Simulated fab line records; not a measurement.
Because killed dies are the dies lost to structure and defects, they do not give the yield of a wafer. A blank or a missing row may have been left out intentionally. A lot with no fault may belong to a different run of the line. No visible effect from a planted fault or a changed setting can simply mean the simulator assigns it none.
Matching of chambers || flow n5 finfet || 4 sister chambers for N5_BEOL_M5_ALD_86 on ald metal-03
The step deposits TaN, pulse time 2 s, purge time 3 s, co reactant purge time 2 s. 18 wafers are shown with their chamber, then 9 later ones without.

== WAFERS WITH THEIR CHAMBER ==
{"wafer": "L081.3", "chamber": 2, "heater power w (W)": 464, "mfc carrier sccm (sccm)": 1507}
{"wafer": "L081.4", "chamber": 2, "heater power w (W)": 458, "mfc carrier sccm (sccm)": 1500}
{"wafer": "L081.5", "chamber": 1, "heater power w (W)": 399, "mfc carrier sccm (sccm)": 1498}
{"wafer": "L082.2", "chamber": 1, "heater power w (W)": 396, "mfc carrier sccm (sccm)": 1493}
{"wafer": "L082.3", "chamber": 0, "heater power w (W)": 380, "mfc carrier sccm (sccm)": 1497}
{"wafer": "L082.5", "chamber": 3, "heater power w (W)": 402, "mfc carrier sccm (sccm)": 1503}
{"wafer": "L085.1", "chamber": 3, "heater power w (W)": 402, "mfc carrier sccm (sccm)": 1494}
{"wafer": "L085.2", "chamber": 2, "heater power w (W)": 441, "mfc carrier sccm (sccm)": 1496}
{"wafer": "L085.6", "chamber": 2, "heater power w (W)": 443, "mfc carrier sccm (sccm)": 1503}
{"wafer": "L084.1", "chamber": 0, "heater power w (W)": 382, "mfc carrier sccm (sccm)": 1503}
{"wafer": "L084.3", "chamber": 2, "heater power w (W)": 457, "mfc carrier sccm (sccm)": 1496}
{"wafer": "L084.6", "chamber": 0, "heater power w (W)": 378, "mfc carrier sccm (sccm)": 1504}
{"wafer": "L087.3", "chamber": 1, "heater power w (W)": 399, "mfc carrier sccm (sccm)": 1501}
{"wafer": "L087.5", "chamber": 1, "heater power w (W)": 394, "mfc carrier sccm (sccm)": 1499}
{"wafer": "L087.6", "chamber": 2, "heater power w (W)": 443, "mfc carrier sccm (sccm)": 1501}
{"wafer": "L090.2", "chamber": 3, "heater power w (W)": 394, "mfc carrier sccm (sccm)": 1501}
{"wafer": "L090.3", "chamber": 0, "heater power w (W)": 373, "mfc carrier sccm (sccm)": 1499}
{"wafer": "L090.4", "chamber": 2, "heater power w (W)": 453, "mfc carrier sccm (sccm)": 1497}

SIGNATURES, as means of the wafers listed above
{"reading": "heater power w", "chamber 0": 378.25, "chamber 1": 397.00, "chamber 2": 451.29, "chamber 3": 399.33, "scatter within a chamber": 6.5}
{"reading": "mfc carrier sccm", "chamber 0": 1500.75, "chamber 1": 1497.75, "chamber 2": 1500.00, "chamber 3": 1499.33, "scatter within a chamber": 3.89}
Rule: for a wafer and a chamber, the distance is found by dividing, reading by reading, the gap between the wafer's reading and the chamber's mean by the reading's scatter, squaring, summing and taking the root. The wafer belongs to the nearest chamber; if the next one is less than 2 further off, it can't be placed. How the scatter is found: for the shown wafers, subtract from each reading the mean of its chamber, square and add these, divide the total by (wafers less chambers), then take the root.

== WAFERS WITH NO CHAMBER GIVEN ==
{"wafer": "L092.2", "heater power w (W)": 376, "mfc carrier sccm (sccm)": 1502}
{"wafer": "L092.5", "heater power w (W)": 388, "mfc carrier sccm (sccm)": 1501}
{"wafer": "L092.6", "heater power w (W)": 401, "mfc carrier sccm (sccm)": 1492}
{"wafer": "L094.1", "heater power w (W)": 382, "mfc carrier sccm (sccm)": 1501}
{"wafer": "L094.5", "heater power w (W)": 447, "mfc carrier sccm (sccm)": 1499}
{"wafer": "L094.6", "heater power w (W)": 400, "mfc carrier sccm (sccm)": 1507}
{"wafer": "L096.1", "heater power w (W)": 458, "mfc carrier sccm (sccm)": 1510}
{"wafer": "L096.3", "heater power w (W)": 381, "mfc carrier sccm (sccm)": 1492}
{"wafer": "L096.5", "heater power w (W)": 454, "mfc carrier sccm (sccm)": 1503}

== WHICH CHAMBER EACH ONE RAN IN ==
{"wafer": "L092.2", "from the rows above": 0, "in truth": 0}
{"wafer": "L092.5", "from the rows above": "can't be placed: 0 or 1 or 3", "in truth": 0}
{"wafer": "L092.6", "from the rows above": "can't be placed: 1 or 3", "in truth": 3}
{"wafer": "L094.1", "from the rows above": "can't be placed: 0 or 1", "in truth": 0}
{"wafer": "L094.5", "from the rows above": 2, "in truth": 2}
{"wafer": "L094.6", "from the rows above": "can't be placed: 3 or 1 or 0", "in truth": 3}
{"wafer": "L096.1", "from the rows above": 2, "in truth": 2}
{"wafer": "L096.3", "from the rows above": "can't be placed: 0 or 1 or 3", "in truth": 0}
{"wafer": "L096.5", "from the rows above": 2, "in truth": 2}
Correct placement for 4 of the 9. These rows do not allow placing 5 (true chamber among the candidates in 5). 0 placed wrongly.
